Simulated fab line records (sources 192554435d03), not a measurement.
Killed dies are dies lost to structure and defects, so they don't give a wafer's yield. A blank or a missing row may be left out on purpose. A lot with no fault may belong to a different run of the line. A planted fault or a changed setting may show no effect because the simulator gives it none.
Comparing a struck lot with a sound one    flow n5 finfet    27 out of 1938 route steps
Sound: the wafers L897.4, L897.5, L897.6. Struck: wafers L887.3, L887.4, L887.6. Last of all comes the cause.
For every step that has rows: the tool of each side, followed by ch and its chambers, followed by its first start. Under that, the readings that differ: sound wafers    struck wafers    difference of the means    sigmas: that difference in standard deviations of wafers without a fault.
alike: readings whose means differ by less than 2 such deviations, and words and numbers that are the same on both sides. not compared: withheld readings, readings that some wafer has no value for, bounds like >300 that may hide the same value, and numbers for which the record gives no deviation and whose values overlap.
Wherever a step has rows on one side only, a row that says differs or no value, or a row with sigmas, the two part there. Numbers that don't overlap but have no deviation are shown without sigmas and don't part them. A reading that every wafer of one side lacks parts them only if that side has two wafers or more.

first, 9 steps without rows for these wafers: N5_SD_EPI_P_EBR_05; N5_SD_EPI_P_SOFTBAKE_04 (time 60 s); N5_SD_EPI_P_EXPOSE_06 (exposes mask SD P BLK, target cd 240 nm); N5_SD_EPI_P_PEB_07 (peb time 60 s); N5_SD_EPI_P_DEVELOP_08 (develop time 30 s); N5_SD_EPI_P_DESCUM_14 (chemistry O2, time 7.9 s); N5_SD_EPI_P_ETCH_36 (etches SiARC in CF4, target depth 45.5 nm, time 75.8 s); N5_SD_EPI_P_ETCH_37 (etches SOC in N2/H2, overetch 108 nm, time 486 s); N5_SD_EPI_P_STRIP_38 (strips in N2/H2).
N5_SD_EPI_P_ETCHBACK_46: etches SiNx in CH3F/O2, stops on SiO2, target depth 17.5 nm.
  sound on rie diel-03 ch 2,3, day 8 00:04; struck on rie diel-06 ch 0,2,3, day 5 19:38
  no value came back on the struck wafers for any of 8 readings (CH3F_flow_sccm (sccm), O2_flow_sccm (sccm) and others); on the sound wafers CH3F_flow_sccm (sccm) reads 29.78 29.91 29.85
reading                                      sound         struck          difference  sigmas
model.SiARC_of_SD_EPI_P_COAT_35.thk nm (nm)  15.8 15.8 15  19.8 19.6 19.8  +4.2        
  not compared: rf hours counter h
then, 1 step without rows for these wafers: N5_SD_EPI_P_ETCH_47 (etches SiOCN in CH3F/O2, target depth 25 nm).
N5_SD_EPI_P_ETCH_16: etches SiO2 in CHF3/O2, target depth 5 nm.
  sound on rie diel-03 ch 2,3, day 8 00:16; struck on rie diel-06 ch 0,2,3, day 5 19:50
reading                                      sound           struck        difference  sigmas
model.SiARC_of_SD_EPI_P_COAT_35.thk nm (nm)  12.2 12.4 11.4  16.2 16 16.4  +4.2        
  alike: drypump motor current A, mfc ar sccm, oes product au, rf vpp V, showerhead plenum p Torr, throttle valve pct
  not compared: rf hours counter h
then, 8 steps without rows for these wafers: N5_SD_EPI_P_STRIP_50 (strips in CHF3/O2); N5_SD_EPI_P_SD_RECESS_17 (chemistry HBr/Cl2/O2, target depth 39.1 nm, bt time 3 s); N5_SD_EPI_P_WET_ETCH_45 (etches SiO2 in dHF, time 10.7 s, target depth 2 nm, rinse time 30 s); N5_SD_EPI_P_STRIP_40 (strips in N2/H2); N5_SD_EPI_P_PRECLEAN_52 (cleans in O3/DIW, time 60 s); N5_SD_EPI_P_SRD_20 (time 30 s); N5_SD_EPI_P_PRECLEAN_51 (cleans in NF3:NH3, afs cycles 1, time 20 s, sublimation time 60 s); N5_SD_EPI_P_VAPOR_ETCH_44 (etches SiGe30 in NF3/Ar, time 3.3 s).
N5_SD_EPI_P_EPI_21: deposits SiGe:B, time 355 s.
  sound on epi rpcvd-03 ch 0, day 8 02:05; struck on epi rpcvd-01 ch 0, day 5 21:40
reading                                      sound         struck       difference  sigmas
model.SiGe-B_of_SD_EPI_P_EPI_21.thk nm (nm)  60.6 60.4 60  1.8 1.4 1.4  -58.8       
then, 2 steps without rows for these wafers: N5_SD_EPI_P_HM_STRIP_48 (strips SiNx in H3PO4, material SiNx, target depth 3 nm); N5_SD_EPI_P_SRD_49 (time 30 s).
N5_SD_EPI_P_PRECLEAN_24: cleans in O3/DIW, time 45 s.
  sound on wet bench-02 ch 0,1,3, day 8 03:28; struck on wet bench-02 ch 0,6,7, day 5 23:45
reading                                      sound         struck       difference  sigmas
model.SiGe-B_of_SD_EPI_P_EPI_21.thk nm (nm)  60 59.8 59.4  1.8 1.4 1.4  -58.2       
then, 1 step without rows for these wafers: N5_SD_EPI_P_PRECLEAN_32 (cleans in dHF, time 10 s).
N5_BEOL_M4_RC_MEAS_101:
  the record has rows for the sound wafers here (prober-01 ch 0, day 12 22:23) and none for the struck ones
-- record jumps: 8 days separate the struck wafers' starts on either side; left off in module BEOL_M4, taken up again in module PASSIVATION, whose first shown step is the route's number 1936 --
N5_PASSIVATION_PROBE_49:
  sound: prober-02 at day 17 05:07; struck: prober-01 at day 14 06:25
reading                   sound           struck          difference  sigmas
defect limited yield (%)  90.3 89.6 92.4  0 0 0           -91         -61
killed at front end       43 30 40        1111 1119 1099  +1072       +99 or more
killed dies               115 123 90      1180 1180 1180  +1071       +63
killed on rim             16 17 10        152 152 152     +138        +34
sort_bin_5_function (%)   5.9 5.0 4.1     95.8 96.4 96.2  +91.1       +98
sort n pass               1065 1057 1090  0 0 0           -1071       -63
sort yield pct (%)        90.3 89.6 92.4  0 0 0           -91         -65
  alike: killed_at_M0_to_M3, killed_at_M4_up, killed at contacts, killed at other, killed open, killed short, sort_bin_6_memory, sort_bin_8_speed

== WHERE THEY PART ==
First at N5_SD_EPI_P_ETCHBACK_46; last, within this record, at N5_PASSIVATION_PROBE_49.

WHY: what the simulator had put in
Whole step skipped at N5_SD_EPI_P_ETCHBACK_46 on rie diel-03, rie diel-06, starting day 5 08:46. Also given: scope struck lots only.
